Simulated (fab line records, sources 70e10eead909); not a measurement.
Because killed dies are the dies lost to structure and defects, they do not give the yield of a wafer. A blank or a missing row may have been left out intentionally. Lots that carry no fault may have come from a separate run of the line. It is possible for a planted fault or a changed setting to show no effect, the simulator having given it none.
Matching of chambers :: flow nand harc :: NHARC_A_CONTACT_ETCH_30 on rie diel-12 has 4 sister chambers
The step etches the open film in CF4/CHF3, target depth 72.6 nm, time 36.3 s. 4 wafers are shown with their chamber, then 7 later ones without.

## WAFERS, EACH WITH ITS CHAMBER
wafer: L623.4
chamber: 0
showerhead plenum p Torr (Torr): 1.69

wafer: L624.1
chamber: 1
showerhead plenum p Torr (Torr): 1.59

wafer: L627.1
chamber: 3
showerhead plenum p Torr (Torr): 1.64

wafer: L627.2
chamber: 2
showerhead plenum p Torr (Torr): 1.65

## WAFERS WITH NO CHAMBER GIVEN
wafer: L627.4
showerhead plenum p Torr (Torr): 1.59

wafer: L630.4
showerhead plenum p Torr (Torr): 1.65

wafer: L630.5
showerhead plenum p Torr (Torr): 1.65

wafer: L630.6
showerhead plenum p Torr (Torr): 1.58

wafer: L631.3
showerhead plenum p Torr (Torr): 1.58

wafer: L631.5
showerhead plenum p Torr (Torr): 1.69

wafer: L631.6
showerhead plenum p Torr (Torr): 1.58

## EACH ONE'S CHAMBER
wafer: L627.4
from the rows above: 1
in truth: 1

wafer: L630.4
from the rows above: can't be placed: 2 or 3
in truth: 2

wafer: L630.5
from the rows above: can't be placed: 2 or 3
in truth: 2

wafer: L630.6
from the rows above: 1
in truth: 1

wafer: L631.3
from the rows above: 1
in truth: 1

wafer: L631.5
from the rows above: 0
in truth: 0

wafer: L631.6
from the rows above: 1
in truth: 1
Placed correctly: 5 of 7. These rows do not allow placing 2 (true chamber among the candidates in 2). 0 placed wrongly.
How it was worked out, from the rows above alone: a wafer's distance from a chamber is the root of the sum, over the readings, of the square of ((its reading less the chamber's mean) divided by the reading's scatter). The wafer belongs to the nearest chamber; if the next one is less than 2 further off, it can't be placed. For every chamber, the mean is computed from those of its wafers that are shown. The scatter: with one shown wafer a chamber, the root of the mean of the squares of how far each hidden wafer lies from its nearest shown one.
